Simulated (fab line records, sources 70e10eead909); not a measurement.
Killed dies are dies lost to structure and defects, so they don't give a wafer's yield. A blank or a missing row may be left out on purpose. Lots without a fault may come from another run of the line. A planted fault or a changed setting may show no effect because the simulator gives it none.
A struck lot beside a sound one | flow nand_harc | 15 steps out of a route of 1302
Sound: wafers L655.1, L655.2, L655.5. Struck: wafer L667.1. (L667.5 of the same lot was not struck and is left out.) The cause comes at the end.
At each step with rows: each side's tool, then ch and its chambers, then its first start. Under that, the readings that differ: sound wafers | struck wafers | difference of the means | sigmas: that difference in standard deviations of wafers without a fault.
alike: readings whose means differ by less than 2 such deviations, and words and numbers that are the same on both sides. not compared: withheld readings, readings that some wafer has no value for, bounds like >300 that may hide the same value, and numbers for which the record gives no deviation and whose values overlap.
The two part at a step that has a row with sigmas, a row that says differs or no value, or rows on one side only. Numbers that don't overlap but have no deviation are shown without sigmas and don't part them. A reading that every wafer of one side lacks parts them only if that side has two wafers or more.

first, 1 step without rows for these wafers: NHARC_A_ONON_D1_DEP_03 (target thk 1000 nm).
NHARC_A_ONON_D1_THK_MEAS_05: measures by ellipsometry.
  sound on film_metro-02, day 9 18:13; struck on film_metro-02, day 15 04:22
  alike: thk_nm
then, 1 step without rows for these wafers: NHARC_A_ONON_D1_DEP_06 (target thk 1000 nm).
NHARC_A_ONON_D1_THK_MEAS_08: measures by ellipsometry.
  sound on film_metro-01, day 9 18:46; struck on film_metro-01, day 15 04:56
  alike: thk_nm
then, 1 step without rows for these wafers: NHARC_A_ONON_D1_DEP_09 (target thk 1000 nm).
NHARC_A_ONON_D1_THK_MEAS_11: measures by ellipsometry.
  sound on film_metro-01, day 9 19:20; struck on film_metro-01, day 15 05:31
  alike: thk_nm
then, 1 step without rows for these wafers: NHARC_A_ONON_D1_DEP_12 (target thk 1000 nm).
NHARC_A_ONON_D1_THK_MEAS_14: measures by ellipsometry.
  sound on film_metro-02, day 9 19:54; struck on film_metro-01, day 15 06:05
  alike: thk_nm
then, 2 steps without rows for these wafers: NHARC_A_ONON_D1_ANNEAL_15 (time 3600 s); NHARC_A_ONON_D1_DEP_16 (target thk 1000 nm).
NHARC_A_ONON_D1_THK_MEAS_18: measures by ellipsometry.
  sound on film_metro-02, day 10 03:43; struck on film_metro-02, day 15 14:08
  alike: thk_nm
NHARC_A_ONON_D1_DEP_19: target thk 1000 nm.
  sound on pecvd_onon-02 ch 0, day 10 03:46; struck on pecvd_onon-03 ch 0, day 15 14:12
  alike: n2o_flow_sccm, sih4_flow_sccm
NHARC_A_ONON_D1_THK_MEAS_21: measures by ellipsometry.
  sound on film_metro-01, day 10 04:16; struck on film_metro-02, day 15 14:42
  reading     | sound       | struck | difference | sigmas
  thk_nm (nm) | 993 992 995 | 776    | -217       | -20
then, 1 step without rows for these wafers: NHARC_A_ONON_D1_DEP_22 (target thk 1000 nm).
-- the record jumps here: 17 days lie between the struck wafers' starts before and after (it left off in module A_ONON_D1 and takes up again in module END, whose first step shown is number 1302 of the route) --
NHARC_END_SORT_01:
  sound on prober-01 ch 0, day 26 01:07; struck on prober-02 ch 0, day 32 05:59
  reading         | sound    | struck | difference | sigmas
  killed_at_array | 91 79 81 | 675    | +591       | +25
  killed_dies     | 93 81 84 | 677    | +591       | +26
  alike: killed_at_other, killed_at_periphery, killed_open, killed_short

WHERE THEY PART
First at NHARC_A_ONON_D1_THK_MEAS_21; last, within this record, at NHARC_END_SORT_01.

WHY: what the simulator had put in
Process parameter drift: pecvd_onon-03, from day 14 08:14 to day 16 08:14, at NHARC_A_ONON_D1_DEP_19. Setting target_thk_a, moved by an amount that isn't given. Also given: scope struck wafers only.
